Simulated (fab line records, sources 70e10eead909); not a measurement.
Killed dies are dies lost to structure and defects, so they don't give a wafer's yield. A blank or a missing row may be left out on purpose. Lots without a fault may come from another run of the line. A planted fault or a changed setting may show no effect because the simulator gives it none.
fab line records | flow nand_harc
record lots=9 wafers=25 last_day=32
route steps=1302 shown A_ONON_D2@561 A_CHANNEL_HOLE_D2@580 END@1302
lots that met no fault: from a run of the same line without faults
start_h: hours from the record's first day to the start of the lot's first wafer shown | wait_h: hours since the lot's step before | " the same as in the row above | L1.1+2: a row that stands for several wafers | - no value, or no start given | * or withheld: withheld | < > ~ a bound
route shown NAME@n: a module of which the file shows steps, and the number in the route of the first | usual: mean/standard deviation of fault-free wafers | same: alike in all rows | chamber/n: place in a boat | sites: the reading at each site | _std_site: their standard deviation | _edge_site: outer sites' mean less inner sites' | radius_mm: how far each site lies from the wafer's centre | mask NAME#n: copy n | behind: the tool/chamber that last shaped the wafer | hold: why the lot was held/for how many hours/how that ended | device: the transistor (n, p or np) that didn't switch | end of line: the same wafers' tests at the end of the route | a step without rows: its recipe alone | killed: dies lost to structure and defects at the first sort, not the wafer's yield | map: a wafer's dies, x killed, . not, _ none there
set.NAME: the setting as run; set.NAME@STEP: as run at that earlier step | model.NAME: the simulator's own value behind a step, which no gauge read
steps of the route over a sample of lots; a table a step, a row a wafer
services: from which hour (start_h, from the record's first day; less than 0 if before it) a tool's chamber was out of use, for how many hours, and why
## steps
# step NHARC_A_ONON_D2_THK_MEAS_24
# recipe thk_meas_gauge=ellipsometry
# usual thk_nm=1000/11
# columns lot.wafer tool chamber start_h wait_h thk_nm
L924.2 film_metro-01 - 299.18 - 986
L924.4 " - " " 984
L924.6 " - " " 984
L926.1 film_metro-02 - 316.83 - 1009
L926.3 " - " " 1008
L926.4 " - " " 1009
L934.1 film_metro-02 - 390.49 - 981
L934.2 " - " " 979
L934.6 " - " " 981
L935.4 film_metro-01 - 404.92 - 1003
L935.5 " - " " 1003
L935.6 " - " " 1003
L937.1 film_metro-01 - 433.54 - 998
L938.2 film_metro-01 - 442.90 - 1020
L938.4 " - " " 1021
L938.6 " - " " 1017
L942.3 film_metro-02 - 477.41 - 1002
L942.4 " - " " 1003
L942.5 " - " " 1002
L943.3 film_metro-02 - 495.19 - 995
L943.5 " - " " 996
L943.6 " - " " 994
L944.1 film_metro-01 - 495.22 - 1007
L944.2 " - " " 1006
L944.6 " - " " 1008
# step NHARC_A_CHANNEL_HOLE_D2_PEB_08
# recipe peb_temp_c=100 peb_time_s=65
# usual heater_power_total_W=156.7/0.41
# columns lot.wafer tool chamber start_h wait_h heater_power_total_W
L924.2 litho_track-04 0 303.37 0.1 156.1
L924.4 " 0 " " 157.2
L924.6 " 0 " " 157.2
L926.1 litho_track-06 0 322.01 0.1 156.3
L926.3 " 0 " " 156.5
L926.4 " 0 " " 156.7
L934.1 litho_track-04 0 396.54 0.1 157.2
L934.2 " 0 " " 156.5
L934.6 " 0 " " 157.2
L935.4 litho_track-06 0 409.22 0.0 187.4
L935.5 " 0 " " 157.1
L935.6 " 0 " " 187.9
L937.1 litho_track-06 0 439.64 0.1 188.7
L938.2 litho_track-01 0 450.37 0.1 156.0
L938.4 " 0 " " 156.8
L938.6 " 0 " " 157.1
L942.3 litho_track-01 0 481.60 0.0 156.8
L942.4 " 0 " " 157.1
L942.5 " 0 " " 157.1
L943.3 litho_track-04 0 500.00 0.0 156.7
L943.5 " 0 " " 157.2
L943.6 " 0 " " 156.6
L944.1 litho_track-01 0 500.33 0.1 156.9
L944.2 " 0 " " 156.0
L944.6 " 0 " " 157.1
# step NHARC_A_CHANNEL_HOLE_D2_CD_MEAS_10
# recipe target_cd_nm=100 landing_energy_ev=500
# usual cd_nm=100.0/0.49
# columns lot.wafer tool chamber start_h wait_h hold cd_nm
L924.2 cd_sem-03 0 303.45 - - 100.1
L924.4 " 0 " " - 100.1
L924.6 " 0 " " - 100.4
L926.1 cd_sem-01 0 322.09 - - 99.7
L926.3 " 0 " " - 99.8
L926.4 " 0 " " - 99.6
L934.1 cd_sem-01 0 396.62 - - 100.4
L934.2 " 0 " " - 100.4
L934.6 " 0 " " - 100.2
L935.4 cd_sem-03 0 409.31 - await_dispo/0.2h/release 89.8
L935.5 " 0 " " await_dispo/0.2h/release 99.5
L935.6 " 0 " " await_dispo/0.2h/release 90.0
L935.4 cd_sem-03 0 - - - 90.0
L935.5 " 0 " " - 99.8
L935.6 " 0 " " - 89.5
L937.1 cd_sem-02 0 439.72 - await_dispo/0.2h/release 89.2
L937.1 cd_sem-02 0 - - - 89.9
L938.2 cd_sem-03 0 450.45 - - 100.4
L938.4 " 0 " " - 100.0
L938.6 " 0 " " - 100.5
L942.3 cd_sem-02 0 481.68 - - 99.8
L942.4 " 0 " " - 99.7
L942.5 " 0 " " - 99.6
L943.3 cd_sem-03 0 500.08 - - 100.0
L943.5 " 0 " " - 99.7
L943.6 " 0 " " - 99.4
L944.1 cd_sem-01 0 500.41 - - 101.0
L944.2 " 0 " " - 100.3
L944.6 " 0 " " - 100.8
# step NHARC_A_CHANNEL_HOLE_D2_ETCH_38
# recipe target_depth_a=390 over_etch_frac=0.3 time_s=65 ion_energy_ev=80 cf4_flow_sccm=150 ar_flow_sccm=0 rf_w=300 bias_w=100 chemistry=CF4
# usual chamber_pressure_mTorr=50.00/0.044 drypump_motor_current_A=5.8/0.53 oes_product_au=1.001/0.0092 rf_fwd_power_W=297.2/1.2 rf_vpp_V=151.1/1.1 showerhead_plenum_p_Torr=1.76/0.056 throttle_valve_pct=13.283/0.0082
# columns lot.wafer tool chamber start_h wait_h chamber_pressure_mTorr drypump_motor_current_A oes_product_au rf_fwd_power_W rf_hours_counter_h rf_vpp_V showerhead_plenum_p_Torr throttle_valve_pct
L924.2 rie_diel-08 2 303.74 0.1 49.96 6.7 1.022 297.1 5 150.5 1.77 13.282
L924.6 " 0 " " 50.03 5.5 1.015 296.4 - 151.8 1.73 13.297
L924.4 " 1 " " 49.94 5.9 0.999 297.0 - 151.8 1.79 13.272
L926.1 rie_diel-04 3 322.36 0.1 49.93 6.7 0.979 298.5 9 151.0 1.74 13.281
L926.3 " 0 " " 49.95 5.7 1.010 296.3 8 151.9 1.78 13.274
L926.4 " 1 " " 49.92 5.7 0.985 297.4 8 150.6 1.67 13.282
L934.2 rie_diel-09 3 396.89 0.1 50.04 5.2 1.006 296.2 6 151.4 1.73 13.283
L934.1 " 1 " " 50.01 5.4 0.998 297.8 1 149.8 1.77 13.289
L934.6 " 3 " " 50.04 5.2 0.997 297.5 - 151.5 1.73 13.284
L935.4 rie_diel-08 0 411.85 0.1 50.09 5.6 0.996 295.8 2 151.4 1.73 13.285
L935.5 " 0 " " 50.06 5.5 1.009 297.0 - 151.5 1.73 13.280
L935.6 " 1 " " 50.02 5.9 1.014 296.2 - 151.5 1.79 13.282
L937.1 rie_diel-08 0 441.18 0.1 50.03 5.5 1.000 296.9 4 150.6 1.73 13.274
L938.4 rie_diel-09 3 450.73 0.1 50.05 5.2 0.992 296.8 9 150.2 1.73 13.270
L938.2 " 0 " " 49.97 4.9 0.997 298.0 9 148.3 1.66 13.279
L938.6 " 1 " " 50.00 5.4 0.992 298.4 - 149.7 1.76 13.272
L942.3 rie_diel-09 0 481.95 0.1 49.95 4.9 0.993 297.2 12 150.2 1.66 13.292
L942.4 " 1 " " 50.03 5.4 0.994 297.7 6 150.1 1.76 13.271
L942.5 " 3 " " 50.01 5.2 0.996 297.3 - 151.5 1.73 13.283
L943.3 rie_diel-04 3 500.37 0.1 49.98 6.6 0.985 295.3 7 151.0 1.74 13.277
L943.5 " 0 " " 50.01 5.6 0.999 298.1 - 151.4 1.77 13.300
L943.6 " 1 " " 49.91 5.7 1.003 297.9 - 149.3 1.66 13.286
L944.2 rie_diel-08 1 500.69 0.1 50.02 6.0 1.011 296.7 6 152.7 1.79 13.278
L944.1 " 3 " " 50.05 6.0 1.015 299.0 6 153.7 1.86 13.277
L944.6 " 0 " " 49.93 5.5 1.001 297.3 - 150.1 1.73 13.285
# step NHARC_A_CHANNEL_HOLE_D2_ETCH_39
# recipe target_depth_a=2600 over_etch_frac=0.3 time_s=325 ion_energy_ev=200 n2_flow_sccm=150 h2_flow_sccm=150 ar_flow_sccm=0 rf_w=400 bias_w=150 chemistry=N2/H2
# usual chamber_pressure_mTorr=30.000/0.03 drypump_motor_current_A=5.8/0.55 oes_product_au=1.000/0.0095 rf_fwd_power_W=399.2/1.3 rf_vpp_V=430.0/2.1 showerhead_plenum_p_Torr=2.02/0.073 throttle_valve_pct=14.171/0.0091
# columns lot.wafer tool chamber start_h wait_h chamber_pressure_mTorr drypump_motor_current_A oes_product_au rf_fwd_power_W rf_hours_counter_h rf_vpp_V showerhead_plenum_p_Torr throttle_valve_pct
L924.2 rie_diel-08 1 - - 29.950 6.0 0.994 399.8 6 431.9 2.07 14.169
L924.4 " 2 " " 30.012 6.7 1.023 398.5 - 430.9 2.04 14.172
L924.6 " 0 " " 30.008 5.5 1.023 400.8 - 427.8 1.99 14.177
L926.1 rie_diel-04 1 - - 29.988 5.7 0.994 397.7 8 427.5 1.91 14.169
L926.3 " 2 " " 29.994 5.8 1.006 398.5 8 431.8 2.11 14.190
L926.4 " 3 " " 30.013 6.6 0.989 398.5 9 430.7 2.00 14.173
L934.2 rie_diel-09 3 - - 29.984 5.2 0.998 397.4 6 428.8 1.99 14.160
L934.1 " 1 " " 30.005 5.5 0.990 400.5 1 429.4 2.04 14.149
L934.6 " 3 " " 29.969 5.2 0.988 397.2 - 430.0 1.99 14.176
L935.4 rie_diel-08 0 - - 30.026 5.6 1.001 399.8 2 429.9 1.99 14.166
L935.5 " 2 " " 29.999 6.7 1.002 399.6 - 430.1 2.04 14.167
L935.6 " 3 " " 29.976 6.0 1.011 397.7 - 435.6 2.16 14.165
L937.1 rie_diel-08 0 - - 29.991 5.5 0.990 400.4 4 429.4 1.99 14.192
L938.4 rie_diel-09 0 - - 29.993 4.9 0.995 398.0 9 426.2 1.90 14.172
L938.2 " 1 " " 30.042 5.4 0.994 400.8 3 431.2 2.04 14.157
L938.6 " 1 " " 29.985 5.4 0.990 400.4 - 429.2 2.03 14.186
L942.3 rie_diel-09 0 - - 30.016 4.9 1.006 398.0 12 426.7 1.90 14.158
L942.4 " 1 " " 30.019 5.4 1.007 399.3 6 431.3 2.03 14.164
L942.5 " 0 " " 30.080 4.9 1.011 399.8 - 427.4 1.90 14.175
L943.3 rie_diel-04 3 - - 29.966 6.7 0.981 401.1 7 429.5 2.00 14.160
L943.5 " 1 " " 30.019 5.7 1.001 401.0 - 427.5 1.91 14.175
L943.6 " 2 " " 30.005 5.8 0.998 400.4 - 431.6 2.10 14.166
L944.1 rie_diel-08 2 - - 29.984 6.7 0.991 397.8 7 430.0 2.03 14.168
L944.2 " 0 " " 29.980 5.5 0.994 399.5 6 429.6 1.99 14.160
L944.6 " 1 " " 30.072 6.0 1.007 398.4 - 430.5 2.07 14.154
# step NHARC_A_CHANNEL_HOLE_D2_CD_MEAS_18
# usual cd_nm=99.9/2.4
# columns lot.wafer tool chamber start_h wait_h hold cd_nm
L924.2 cd_sem-02 - 304.96 - - 100.5
L924.4 " - " " - 99.1
L924.6 " - " " - 95.4
L926.1 cd_sem-01 - 323.39 - - 98.1
L926.3 " - " " - 99.7
L926.4 " - " " - 99.2
L934.1 cd_sem-01 - 397.91 - - 106.3
L934.2 " - " " - 103.2
L934.6 " - " " - 104.3
L935.4 cd_sem-02 - 412.89 - await_dispo/0.2h/release 86.9
L935.5 " - " " await_dispo/0.2h/release 96.4
L935.6 " - " " await_dispo/0.2h/release 90.5
L935.4 cd_sem-02 - 413.07 0.2 - 87.0
L935.5 " - " " - 96.6
L935.6 " - " " - 90.5
L937.1 cd_sem-02 - 442.19 - await_dispo/0.2h/release 88.6
L937.1 cd_sem-02 - 442.38 0.2 - 88.9
L938.2 cd_sem-01 - 452.18 - - 105.3
L938.4 " - " " - 102.1
L938.6 " - " " - 103.2
L942.3 cd_sem-01 - 482.96 - - 100.9
L942.4 " - " " - 100.8
L942.5 " - " " - 102.2
L943.3 cd_sem-01 - 501.38 - - 98.8
L943.5 " - " " - 98.7
L943.6 " - " " - 102.0
L944.1 cd_sem-01 - 501.71 - - 99.1
L944.2 " - " " - 99.3
L944.6 " - " " - 96.6
# step NHARC_A_CHANNEL_HOLE_D2_CD_MEAS_31
# usual cd_nm=89.9/1.3
# columns lot.wafer tool chamber start_h wait_h hold cd_nm
L924.2 cd_sem-01 - 310.54 - - 90.5
L924.4 " - " " - 89.3
L924.6 " - " " - 88.9
L926.1 cd_sem-03 - 328.99 - - 89.6
L926.3 " - " " - 87.4
L926.4 " - " " - 90.4
L934.1 cd_sem-03 - 403.71 - - 91.4
L934.2 " - " " - 91.2
L934.6 " - " " - 91.1
L935.4 cd_sem-02 - 425.47 - await_dispo/0.2h/release 81.9
L935.5 " - " " await_dispo/0.2h/release 89.5
L935.6 " - " " await_dispo/0.2h/release 80.1
L935.4 cd_sem-02 - 425.66 0.2 - 81.9
L935.5 " - " " - 89.9
L935.6 " - " " - 80.2
L938.2 cd_sem-02 - 458.76 - - 89.5
L938.4 " - " " - 88.5
L938.6 " - " " - 89.6
L937.1 cd_sem-02 - 461.74 - await_dispo/0.2h/release 80.3
L937.1 cd_sem-02 - 461.92 0.2 - 80.0
L942.3 cd_sem-02 - 490.99 - - 89.5
L942.4 " - " " - 90.1
L942.5 " - " " - 89.4
L943.3 cd_sem-03 - 506.96 - - 90.9
L943.5 " - " " - 89.6
L943.6 " - " " - 90.7
L944.1 cd_sem-01 - 507.45 - - 89.9
L944.2 " - " " - 89.9
L944.6 " - " " - 90.1
# step NHARC_A_CHANNEL_HOLE_D2_XSEM_32
# recipe landing_energy_ev=35000
# usual bot_cd_nm=74.4/1.4 bow_nm=8.64/0.27 tilt_deg=0.05/0.041
# columns lot.wafer tool chamber start_h wait_h hold bot_cd_nm bow_nm tilt_deg
L924.2 xsem-01 0 310.63 0.1 - 74.8 8.77 0.08
L924.4 " 0 " " - 74.3 8.74 0.08
L924.6 " 0 " " - 72.9 8.75 0.08
L926.1 xsem-01 0 329.08 0.1 - 73.2 8.66 0.09
L926.3 " 0 " " - 72.4 8.71 0.09
L926.4 " 0 " " - 74.5 8.70 0.09
L934.1 xsem-01 0 403.79 0.1 - 76.4 8.65 0.12
L934.2 " 0 " " - 76.2 8.63 0.12
L934.6 " 0 " " - 75.4 8.73 0.12
L935.4 xsem-02 0 428.32 2.7 await_dispo/2.6h/release 66.1 8.38 -0.02
L935.5 " 0 " " await_dispo/2.6h/release 73.7 8.36 -0.02
L935.6 " 0 " " await_dispo/2.6h/release 65.3 8.37 -0.02
L938.2 xsem-01 0 458.85 0.1 - 72.5 8.50 0.06
L938.4 " 0 " " - 72.0 8.56 0.06
L938.6 " 0 " " - 72.9 8.58 0.06
L937.1 xsem-02 0 463.85 1.9 await_dispo/1.8h/release 65.0 9.13 0.02
L942.3 xsem-02 0 491.08 0.1 - 74.8 8.02 0.07
L942.4 " 0 " " - 75.0 8.05 0.07
L942.5 " 0 " " - 74.4 7.98 0.07
L943.3 xsem-02 0 507.05 0.1 - 75.7 8.75 0.00
L943.5 " 0 " " - 74.0 8.67 0.00
L943.6 " 0 " " - 74.2 8.74 0.00
L944.1 xsem-01 0 507.54 0.1 - 74.2 8.97 -0.02
L944.2 " 0 " " - 74.1 8.90 -0.02
L944.6 " 0 " " - 73.8 8.98 -0.02
# step NHARC_END_SORT_01
# recipe temp_c=25
# usual killed_at_array=55/12 killed_at_other=1.0/1.2 killed_at_periphery=3.9/2.6 killed_dies=60/12 killed_open=3.3/1.9 killed_short=2.5/1.8
# same gross_dies=677
# columns lot.wafer tool chamber start_h wait_h killed_at_array killed_at_other killed_at_periphery killed_dies killed_open killed_short
L935.4 prober-01 0 674.40 3.4 55 1 1 57 3 5
L935.6 prober-01 0 676.02 4.0 50 0 1 51 4 1
L937.1 prober-01 0 705.69 2.5 40 0 5 45 5 3
# killed by level:class
L935.4 A_CHANNEL_HOLE_D1:chamber_film_flake=28 A_CONTACT:chamber_film_flake=8 A_CHANNEL_HOLE_D2:area_peb=7 A_M0:chamber_film_flake=2 P_M2:geometric_particle:open=1 A_ONON_D1:geometric_particle:open=1 A_CHANNEL_FILL_D1:geometric_particle:short=1 A_ONON_D2:geometric_particle:short=1
L935.6 A_CHANNEL_HOLE_D1:chamber_film_flake=28 A_CHANNEL_HOLE_D2:area_peb=9 A_CONTACT:chamber_film_flake=6 P_M0:geometric_particle:open=1 A_DECK1_JOINT:geometric_particle:open=1 A_WL_FILL:geometric_particle:open=1 A_WL_FILL:geometric_particle:short=1 A_CONTACT:geometric_particle:open=1
L937.1 A_CHANNEL_HOLE_D2:chamber_film_flake=17 A_CHANNEL_HOLE_D1:chamber_film_flake=6 A_SLIT:chamber_film_flake=3 A_CHANNEL_HOLE_D2:area_peb=3 P_GATE:geometric_particle:open=2 A_CHANNEL_FILL_D1:geometric_particle:short=2 A_ZERO_WELL:chamber_film_flake=2 A_CONTACT:chamber_film_flake=2
## services
# columns tool chamber start_h hours kind
rie_diel-04 3 294.22 8.4 repair
rie_diel-08 0 297.80 - clean
rie_diel-08 1 297.80 - clean
rie_diel-08 2 297.80 - clean
rie_diel-08 3 297.80 - clean
rie_diel-04 0 298.58 8.8 repair
rie_diel-08 3 299.46 7.4 repair
rie_diel-09 0 309.45 8.7 repair
rie_diel-09 - 320.10 9.0 pm
litho_track-01 - 330.00 7.0 pm
rie_diel-09 1 334.70 35.7 repair
xsem-01 - 345.20 3.6 repair
litho_track-06 - 354.00 7.0 pm
rie_diel-04 - 354.90 9.0 pm
rie_diel-08 0 367.15 6.7 repair
rie_diel-08 - 367.80 9.0 pm
rie_diel-09 3 371.86 5.8 repair
xsem-01 - 374.00 14.0 pm
litho_track-04 - 378.00 7.0 pm
rie_diel-09 0 429.05 6.6 repair
rie_diel-04 - 476.52 1.2 repair
rie_diel-09 3 493.35 17.7 repair
rie_diel-09 - 497.10 9.0 pm
litho_track-01 - 505.00 7.0 pm
## key
first_sign step=NHARC_A_CHANNEL_HOLE_D2_PEB_08 reading=heater_power_total_W direction=up sigmas=76 usual=* struck=*
effect step=NHARC_A_CHANNEL_HOLE_D2_CD_MEAS_10 reading=visit direction=added
effect step=NHARC_A_CHANNEL_HOLE_D2_CD_MEAS_10 reading=cd_nm direction=down sigmas=21 usual=100.0 struck=89.6
effect step=NHARC_A_CHANNEL_HOLE_D2_CD_MEAS_18 reading=visit direction=added
effect step=NHARC_A_CHANNEL_HOLE_D2_CD_MEAS_31 reading=cd_nm direction=down sigmas=6.8 usual=89.9 struck=80.8
effect step=NHARC_A_CHANNEL_HOLE_D2_XSEM_32 reading=bot_cd_nm direction=down sigmas=6.4 usual=74.4 struck=65.4
met_at NHARC_A_CHANNEL_HOLE_D2_PEB_08
struck_lots L935,L937
struck_wafers L935.4,L935.6,L937.1
tester_left_out L935,L937
not_acting_at NHARC_A_ONON_D2_THK_MEAS_24,NHARC_A_CHANNEL_HOLE_D2_ETCH_38,NHARC_A_CHANNEL_HOLE_D2_ETCH_39
onset_between 322.01 409.22
fault kind=process_parameter_drift tool=litho_track-06 chamber=- onset_h=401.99 steps=NHARC_A_CHANNEL_HOLE_D2_PEB_08 channel=peb_time_s offset=* shape=step end_h=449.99 scope=struck_wafers_only acts_in=* stated=*
# tester_left_out: of these lots the tester's yield and bins aren't shown, on N5 and GAA mostly nor the transistor test; their killed dies are dies lost to structure and defects alone, not to doping, threshold or leakage, so they don't give the yield
